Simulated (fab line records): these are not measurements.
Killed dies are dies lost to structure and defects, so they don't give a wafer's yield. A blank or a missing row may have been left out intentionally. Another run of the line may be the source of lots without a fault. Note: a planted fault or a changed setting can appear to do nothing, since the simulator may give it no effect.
What tool caused it? || flow n5_finfet || 10 lots with 30 wafers sampled at 5 steps, on a route of 1938 steps

WHAT EACH GAUGE READ, for each wafer
Not one reading of a measure or inspect step in the record can be checked against a usual standard deviation.

EACH LOT AND THE TOOL THAT RAN IT (in order: tool; ch and the chambers of the sampled wafers; start)
{"lot": "L827", "N5_MOL_CONTACT_COAG_CMP_28": "cmp-02 ch 1,2,3, day 5 04:19", "N5_MOL_CONTACT_COAG_ALD_123": "ald_sin-03 ch 0,1,2, day 5 06:09", "N5_MOL_CONTACT_COAG_ETCH_91": "rie_diel-03 ch 0,1,2, day 5 07:33", "N5_MOL_CONTACT_COAG_ETCH_47": "rie_diel-03 ch 0,1,2, day 5 07:47", "N5_PASSIVATION_PROBE_49": "prober-02, day 12 14:24"}
{"lot": "L828", "N5_MOL_CONTACT_COAG_CMP_28": "cmp-01 ch 1,2,3, day 5 18:12", "N5_MOL_CONTACT_COAG_ALD_123": "ald_sin-02 ch 1,2, day 5 18:43", "N5_MOL_CONTACT_COAG_ETCH_91": "rie_diel-03 ch 0,1,3, day 5 20:20", "N5_MOL_CONTACT_COAG_ETCH_47": "rie_diel-03 ch 0,1,3, day 5 20:34", "N5_PASSIVATION_PROBE_49": "prober-01, day 12 06:31"}
{"lot": "L831", "N5_MOL_CONTACT_COAG_CMP_28": "cmp-01 ch 0,1,2, day 6 06:23", "N5_MOL_CONTACT_COAG_ALD_123": "ald_sin-04 ch 0,1,2, day 6 06:43", "N5_MOL_CONTACT_COAG_ETCH_91": "rie_diel-04 ch 0,1,3, day 6 08:02", "N5_MOL_CONTACT_COAG_ETCH_47": "rie_diel-04 ch 0,1,3, day 6 08:16", "N5_PASSIVATION_PROBE_49": "prober-01, day 13 22:59"}
{"lot": "L832", "N5_MOL_CONTACT_COAG_CMP_28": "cmp-03 ch 0,2,3, day 6 16:18", "N5_MOL_CONTACT_COAG_ALD_123": "ald_sin-03 ch 0,1,3, day 6 16:48", "N5_MOL_CONTACT_COAG_ETCH_91": "rie_diel-03 ch 0,2,3, day 6 17:52", "N5_MOL_CONTACT_COAG_ETCH_47": "rie_diel-03 ch 0,2,3, day 6 18:06", "N5_PASSIVATION_PROBE_49": "prober-01, day 13 21:11"}
{"lot": "L839", "N5_MOL_CONTACT_COAG_CMP_28": "cmp-03 ch 0,1, day 8 08:18", "N5_MOL_CONTACT_COAG_ALD_123": "ald_sin-03 ch 0,1, day 8 08:35", "N5_MOL_CONTACT_COAG_ETCH_91": "rie_diel-03 ch 0,3, day 8 09:54", "N5_MOL_CONTACT_COAG_ETCH_47": "rie_diel-03 ch 0,3, day 8 10:08", "N5_PASSIVATION_PROBE_49": "prober-01, day 15 12:24"}
{"lot": "L840", "N5_MOL_CONTACT_COAG_CMP_28": "cmp-02 ch 2,3, day 9 01:44", "N5_MOL_CONTACT_COAG_ALD_123": "ald_sin-04 ch 0,3, day 9 02:07", "N5_MOL_CONTACT_COAG_ETCH_91": "rie_diel-03 ch 1,3, day 9 03:34", "N5_MOL_CONTACT_COAG_ETCH_47": "rie_diel-03 ch 1,3, day 9 03:47", "N5_PASSIVATION_PROBE_49": "prober-01, day 16 09:23"}
{"lot": "L845", "N5_MOL_CONTACT_COAG_CMP_28": "cmp-02 ch 0,2, day 9 20:44", "N5_MOL_CONTACT_COAG_ALD_123": "ald_sin-03 ch 1,2,3, day 9 21:02", "N5_MOL_CONTACT_COAG_ETCH_91": "rie_diel-03 ch 0,1,3, day 9 22:26", "N5_MOL_CONTACT_COAG_ETCH_47": "rie_diel-03 ch 0,1,3, day 9 22:40", "N5_PASSIVATION_PROBE_49": "prober-01, day 17 19:16"}
{"lot": "L847", "N5_MOL_CONTACT_COAG_CMP_28": "cmp-03 ch 0,3, day 10 15:10", "N5_MOL_CONTACT_COAG_ALD_123": "ald_sin-02 ch 0,1,2, day 10 15:28", "N5_MOL_CONTACT_COAG_ETCH_91": "rie_diel-04 ch 2,3, day 10 17:07", "N5_MOL_CONTACT_COAG_ETCH_47": "rie_diel-04 ch 2,3, day 10 17:21", "N5_PASSIVATION_PROBE_49": "prober-01, day 18 03:04"}
{"lot": "L848", "N5_MOL_CONTACT_COAG_CMP_28": "cmp-03 ch 0,1, day 10 15:22", "N5_MOL_CONTACT_COAG_ALD_123": "ald_sin-04 ch 1,3, day 10 15:41", "N5_MOL_CONTACT_COAG_ETCH_91": "rie_diel-05 ch 1,2, day 10 17:13", "N5_MOL_CONTACT_COAG_ETCH_47": "rie_diel-05 ch 1,2, day 10 17:27", "N5_PASSIVATION_PROBE_49": "prober-01, day 18 05:55"}
{"lot": "L849", "N5_MOL_CONTACT_COAG_CMP_28": "cmp-02 ch 1,2,3, day 10 21:20", "N5_MOL_CONTACT_COAG_ALD_123": "ald_sin-03 ch 1,2,3, day 10 21:40", "N5_MOL_CONTACT_COAG_ETCH_91": "rie_diel-05 ch 1,2,3, day 10 23:13", "N5_MOL_CONTACT_COAG_ETCH_47": "rie_diel-05 ch 1,2,3, day 10 23:26", "N5_PASSIVATION_PROBE_49": "prober-02, day 18 02:57"}
- N5_MOL_CONTACT_COAG_CMP_28: polishes, stops on SiNx, t overpolish 0.85 s, target thk 14.522 nm.
- N5_MOL_CONTACT_COAG_ALD_123: deposits SiNx, target thk 5 nm, pulse time 1 s, purge time 2 s.
- N5_MOL_CONTACT_COAG_ETCH_91: etches SOC in N2/H2, target depth 60 nm, overetch 21 nm, time 101.2 s.
- N5_MOL_CONTACT_COAG_ETCH_47: etches SiNx in CH3F/O2, stops on W, target depth 27 nm.
- N5_PASSIVATION_PROBE_49

AS READ BY THE TOOLS THEMSELVES (means over the sampled wafers that have a number; for cases with no such wafer, the mark the record gives instead)
N5_MOL_CONTACT_COAG_CMP_28.
{"lot": "L827", "tool": "cmp-02", "motor_current_A (A)": 13.0, "pad_life_wafers": 980, "time_to_endpoint_s (s)": 2.9}
{"lot": "L828", "tool": "cmp-01", "motor_current_A (A)": 11.6, "pad_life_wafers": 62, "time_to_endpoint_s (s)": 4.7}
{"lot": "L831", "tool": "cmp-01", "motor_current_A (A)": 11.9, "pad_life_wafers": 169, "time_to_endpoint_s (s)": 4.9}
{"lot": "L832", "tool": "cmp-03", "motor_current_A (A)": 12.8, "pad_life_wafers": 530, "time_to_endpoint_s (s)": 7.2}
{"lot": "L839", "tool": "cmp-03", "motor_current_A (A)": 12.9, "pad_life_wafers": 853, "time_to_endpoint_s (s)": 4.6}
{"lot": "L840", "tool": "cmp-02", "motor_current_A (A)": 13.1, "pad_life_wafers": 1724, "time_to_endpoint_s (s)": 5.2}
{"lot": "L845", "tool": "cmp-02", "motor_current_A (A)": 14.8, "pad_life_wafers": 1874, "time_to_endpoint_s (s)": 4.7}
{"lot": "L847", "tool": "cmp-03", "motor_current_A (A)": 13.1, "pad_life_wafers": 1381, "time_to_endpoint_s (s)": 3.0}
{"lot": "L848", "tool": "cmp-03", "motor_current_A (A)": 13.4, "pad_life_wafers": 1386, "time_to_endpoint_s (s)": 2.4}
{"lot": "L849", "tool": "cmp-02", "motor_current_A (A)": 13.6, "pad_life_wafers": 1982, "time_to_endpoint_s (s)": 3.5}

N5_MOL_CONTACT_COAG_ALD_123.
{"lot": "L827", "tool": "ald_sin-03", "heater_power_w (W)": 859, "precursor_pulse_height_rel": 0.999}
{"lot": "L828", "tool": "ald_sin-02", "heater_power_w (W)": 885, "precursor_pulse_height_rel": 1.024}
{"lot": "L831", "tool": "ald_sin-04", "heater_power_w (W)": 850, "precursor_pulse_height_rel": 0.996}
{"lot": "L832", "tool": "ald_sin-03", "heater_power_w (W)": 859, "precursor_pulse_height_rel": 0.970}
{"lot": "L839", "tool": "ald_sin-03", "heater_power_w (W)": 846, "precursor_pulse_height_rel": 0.997}
{"lot": "L840", "tool": "ald_sin-04", "heater_power_w (W)": 811, "precursor_pulse_height_rel": 1.006}
{"lot": "L845", "tool": "ald_sin-03", "heater_power_w (W)": 915, "precursor_pulse_height_rel": 1.005}
{"lot": "L847", "tool": "ald_sin-02", "heater_power_w (W)": 857, "precursor_pulse_height_rel": 0.993}
{"lot": "L848", "tool": "ald_sin-04", "heater_power_w (W)": 864, "precursor_pulse_height_rel": 0.989}
{"lot": "L849", "tool": "ald_sin-03", "heater_power_w (W)": 914, "precursor_pulse_height_rel": 0.994}

N5_MOL_CONTACT_COAG_ETCH_91.
{"lot": "L827", "tool": "rie_diel-03", "drypump_motor_current_A (A)": 6.0, "h2_flow_sccm (sccm)": 199.5, "oes_product_au (a.u.)": 0.66, "rf_fwd_power_W (W)": 835.1, "rf_vpp_V (V)": 523.3, "showerhead_plenum_p_Torr (Torr)": 2.55, "throttle_valve_pct (%)": 17.87}
{"lot": "L828", "tool": "rie_diel-03", "drypump_motor_current_A (A)": 5.8, "h2_flow_sccm (sccm)": 199.8, "oes_product_au (a.u.)": 0.71, "rf_fwd_power_W (W)": 834.0, "rf_vpp_V (V)": 522.8, "showerhead_plenum_p_Torr (Torr)": 2.51, "throttle_valve_pct (%)": 17.67}
{"lot": "L831", "tool": "rie_diel-04", "drypump_motor_current_A (A)": 6.3, "h2_flow_sccm (sccm)": 199.7, "oes_product_au (a.u.)": 0.62, "rf_fwd_power_W (W)": 836.1, "rf_vpp_V (V)": 525.1, "showerhead_plenum_p_Torr (Torr)": 2.57, "throttle_valve_pct (%)": 17.59}
{"lot": "L832", "tool": "rie_diel-03", "drypump_motor_current_A (A)": 5.6, "h2_flow_sccm (sccm)": 200.1, "oes_product_au (a.u.)": 0.66, "rf_fwd_power_W (W)": 834.2, "rf_vpp_V (V)": 524.0, "showerhead_plenum_p_Torr (Torr)": 2.55, "throttle_valve_pct (%)": 17.97}
{"lot": "L839", "tool": "rie_diel-03", "drypump_motor_current_A (A)": 5.4, "h2_flow_sccm (sccm)": 200.1, "oes_product_au (a.u.)": 0.65, "rf_fwd_power_W (W)": 835.6, "rf_vpp_V (V)": 522.7, "showerhead_plenum_p_Torr (Torr)": 2.51, "throttle_valve_pct (%)": 17.81}
{"lot": "L840", "tool": "rie_diel-03", "drypump_motor_current_A (A)": 5.9, "h2_flow_sccm (sccm)": 199.7, "oes_product_au (a.u.)": 0.72, "rf_fwd_power_W (W)": 1036.6, "rf_vpp_V (V)": 486.2, "showerhead_plenum_p_Torr (Torr)": 2.49, "throttle_valve_pct (%)": 17.71}
{"lot": "L845", "tool": "rie_diel-03", "drypump_motor_current_A (A)": 5.8, "h2_flow_sccm (sccm)": 200.1, "oes_product_au (a.u.)": 0.67, "rf_fwd_power_W (W)": 1036.8, "rf_vpp_V (V)": 486.3, "showerhead_plenum_p_Torr (Torr)": 2.49, "throttle_valve_pct (%)": 17.74}
{"lot": "L847", "tool": "rie_diel-04", "drypump_motor_current_A (A)": 6.1, "h2_flow_sccm (sccm)": 200.1, "oes_product_au (a.u.)": 0.63, "rf_fwd_power_W (W)": 833.4, "rf_vpp_V (V)": 521.5, "showerhead_plenum_p_Torr (Torr)": 2.46, "throttle_valve_pct (%)": 17.84}
{"lot": "L848", "tool": "rie_diel-05", "drypump_motor_current_A (A)": 5.7, "h2_flow_sccm (sccm)": 199.9, "oes_product_au (a.u.)": 0.74, "rf_fwd_power_W (W)": 833.5, "rf_vpp_V (V)": 526.2, "showerhead_plenum_p_Torr (Torr)": 2.65, "throttle_valve_pct (%)": 17.74}
{"lot": "L849", "tool": "rie_diel-05", "drypump_motor_current_A (A)": 5.7, "h2_flow_sccm (sccm)": 200.4, "oes_product_au (a.u.)": 0.66, "rf_fwd_power_W (W)": 833.6, "rf_vpp_V (V)": 525.7, "showerhead_plenum_p_Torr (Torr)": 2.61, "throttle_valve_pct (%)": 17.70}

N5_MOL_CONTACT_COAG_ETCH_47.
{"lot": "L827", "tool": "rie_diel-03", "drypump_motor_current_A (A)": 6.0, "etch_rf_on_time_s (s)": 31.0, "oes_product_au (a.u.)": 0.71, "rf_fwd_power_W (W)": 385.8, "rf_vpp_V (V)": 296, "showerhead_plenum_p_Torr (Torr)": 2.01, "throttle_valve_pct (%)": 16.40}
{"lot": "L828", "tool": "rie_diel-03", "drypump_motor_current_A (A)": 5.8, "etch_rf_on_time_s (s)": 30.6, "oes_product_au (a.u.)": 0.77, "rf_fwd_power_W (W)": 384.9, "rf_vpp_V (V)": 296, "showerhead_plenum_p_Torr (Torr)": 1.98, "throttle_valve_pct (%)": 16.25}
{"lot": "L831", "tool": "rie_diel-04", "drypump_motor_current_A (A)": 6.2, "etch_rf_on_time_s (s)": 31.6, "oes_product_au (a.u.)": 0.66, "rf_fwd_power_W (W)": 385.9, "rf_vpp_V (V)": 301, "showerhead_plenum_p_Torr (Torr)": 2.02, "throttle_valve_pct (%)": 16.13}
{"lot": "L832", "tool": "rie_diel-03", "drypump_motor_current_A (A)": 5.6, "etch_rf_on_time_s (s)": 31.1, "oes_product_au (a.u.)": 0.70, "rf_fwd_power_W (W)": 386.5, "rf_vpp_V (V)": 298, "showerhead_plenum_p_Torr (Torr)": 2.02, "throttle_valve_pct (%)": 16.54}
{"lot": "L839", "tool": "rie_diel-03", "drypump_motor_current_A (A)": 5.4, "etch_rf_on_time_s (s)": 30.6, "oes_product_au (a.u.)": 0.70, "rf_fwd_power_W (W)": 385.0, "rf_vpp_V (V)": 296, "showerhead_plenum_p_Torr (Torr)": 1.99, "throttle_valve_pct (%)": 16.42}
{"lot": "L840", "tool": "rie_diel-03", "drypump_motor_current_A (A)": 5.9, "etch_rf_on_time_s (s)": 30.5, "oes_product_au (a.u.)": 0.78, "rf_fwd_power_W (W)": 386.9, "rf_vpp_V (V)": 297, "showerhead_plenum_p_Torr (Torr)": 1.96, "throttle_valve_pct (%)": 16.25}
{"lot": "L845", "tool": "rie_diel-03", "drypump_motor_current_A (A)": 5.8, "etch_rf_on_time_s (s)": 30.7, "oes_product_au (a.u.)": 0.72, "rf_fwd_power_W (W)": 385.7, "rf_vpp_V (V)": 296, "showerhead_plenum_p_Torr (Torr)": 1.97, "throttle_valve_pct (%)": 16.30}
{"lot": "L847", "tool": "rie_diel-04", "drypump_motor_current_A (A)": 6.1, "etch_rf_on_time_s (s)": 31.2, "oes_product_au (a.u.)": 0.67, "rf_fwd_power_W (W)": 383.5, "rf_vpp_V (V)": 300, "showerhead_plenum_p_Torr (Torr)": 1.94, "throttle_valve_pct (%)": 16.33}
{"lot": "L848", "tool": "rie_diel-05", "drypump_motor_current_A (A)": 5.6, "etch_rf_on_time_s (s)": 30.6, "oes_product_au (a.u.)": 0.81, "rf_fwd_power_W (W)": 384.8, "rf_vpp_V (V)": 296, "showerhead_plenum_p_Torr (Torr)": 2.08, "throttle_valve_pct (%)": 16.14}
{"lot": "L849", "tool": "rie_diel-05", "drypump_motor_current_A (A)": 5.7, "etch_rf_on_time_s (s)": 31.4, "oes_product_au (a.u.)": 0.70, "rf_fwd_power_W (W)": 384.9, "rf_vpp_V (V)": 290, "showerhead_plenum_p_Torr (Torr)": 2.05, "throttle_valve_pct (%)": 16.19}

N5_PASSIVATION_PROBE_49.
{"lot": "L827", "tool": "prober-02", "killed_at_M0_to_M3": 27, "killed_at_M4_up": 12, "killed_at_contacts": 17, "killed_at_front_end": 43, "killed_at_other": 2, "killed_dies": 100, "killed_on_rim": 15, "killed_open": 66, "killed_short": 32}
{"lot": "L828", "tool": "prober-01", "killed_at_M0_to_M3": 39, "killed_at_M4_up": 11, "killed_at_contacts": 9, "killed_at_front_end": 40, "killed_at_other": 7, "killed_dies": 105, "killed_on_rim": 10, "killed_open": 70, "killed_short": 35}
{"lot": "L831", "tool": "prober-01", "killed_at_M0_to_M3": 30, "killed_at_M4_up": 13, "killed_at_contacts": 13, "killed_at_front_end": 26, "killed_at_other": 6, "killed_dies": 89, "killed_on_rim": 13, "killed_open": 59, "killed_short": 30}
{"lot": "L832", "tool": "prober-01", "killed_at_M0_to_M3": 34, "killed_at_M4_up": 9, "killed_at_contacts": 9, "killed_at_front_end": 54, "killed_at_other": 3, "killed_dies": 109, "killed_on_rim": 15, "killed_open": 73, "killed_short": 36}
{"lot": "L839", "tool": "prober-01", "killed_at_M0_to_M3": 36, "killed_at_M4_up": 13, "killed_at_contacts": 13, "killed_at_front_end": 29, "killed_at_other": 1, "killed_dies": 91, "killed_on_rim": 11, "killed_open": 61, "killed_short": 29}
{"lot": "L840", "tool": "prober-01", "killed_at_M0_to_M3": 38, "killed_at_M4_up": 12, "killed_at_contacts": 16, "killed_at_front_end": 50, "killed_at_other": 9, "killed_dies": 125, "killed_on_rim": 17, "killed_open": 78, "killed_short": 47}
{"lot": "L845", "tool": "prober-01", "killed_at_M0_to_M3": 38, "killed_at_M4_up": 13, "killed_at_contacts": 13, "killed_at_front_end": 30, "killed_at_other": 3, "killed_dies": 97, "killed_on_rim": 11, "killed_open": 64, "killed_short": 33}
{"lot": "L847", "tool": "prober-01", "killed_at_M0_to_M3": 32, "killed_at_M4_up": 7, "killed_at_contacts": 23, "killed_at_front_end": 43, "killed_at_other": 6, "killed_dies": 111, "killed_on_rim": 15, "killed_open": 77, "killed_short": 33}
{"lot": "L848", "tool": "prober-01", "killed_at_M0_to_M3": 36, "killed_at_M4_up": 13, "killed_at_contacts": 17, "killed_at_front_end": 31, "killed_at_other": 1, "killed_dies": 99, "killed_on_rim": 15, "killed_open": 68, "killed_short": 31}
{"lot": "L849", "tool": "prober-02", "killed_at_M0_to_M3": 33, "killed_at_M4_up": 16, "killed_at_contacts": 16, "killed_at_front_end": 46, "killed_at_other": 1, "killed_dies": 112, "killed_on_rim": 17, "killed_open": 75, "killed_short": 35}

THE ANSWER, worked out from the rows above alone
Rule: the usual values come from the lots themselves. Put in order of their means at a reading, lots are off if they are a third of the lots or fewer, leave a main group of 4 or more, and stand apart from it by a gap of 3 or more times the standard deviation of the main group's means; of several such gaps the widest counts. Not used: any main group whose means are identical at the precision the tables above print for the reading. Also off: a lot with no number at a reading for which 4 or more lots have one. All remaining lots with rows at the step are treated as sound. The gauges are gone through in route order, then the tools' own readings, and for those a lot's mean is taken as printed above. At the first step where some lot is off, the reading lying furthest off is the one used; lots without a number count as furthest.
Off, at N5_MOL_CONTACT_COAG_ETCH_91 on rf_fwd_power_W: L840, L845. For the main group the mean is 834.4 W and the standard deviation 0.97.
A tool fits if, at that step or a process step before it, it ran every lot that is off, and no sound lot after the first of them. One candidate fits, namely rie_diel-03 at N5_MOL_CONTACT_COAG_ETCH_91. A fault onset in the window from L839 (day 8 09:54, its last sound lot) to L840 (day 9 03:34, its first lot off) fits.
The tool's own readings at N5_MOL_CONTACT_COAG_ETCH_91 bear it out: on the lots that are off they differ by more than 5 times the standard deviation of the sound lots' means. rf_fwd_power_W reads 1036.7 W there against 834.4 W on the sound lots; rf_vpp_V reads 486.2 V there against 523.9 V on the sound lots.

WHAT WAS PUT IN BY THE SIMULATOR
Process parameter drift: rie_diel-03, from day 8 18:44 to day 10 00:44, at N5_MOL_CONTACT_COAG_ETCH_91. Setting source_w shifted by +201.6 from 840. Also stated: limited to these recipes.
Lots struck among those shown: L840, L845. Same finding as the rule above.
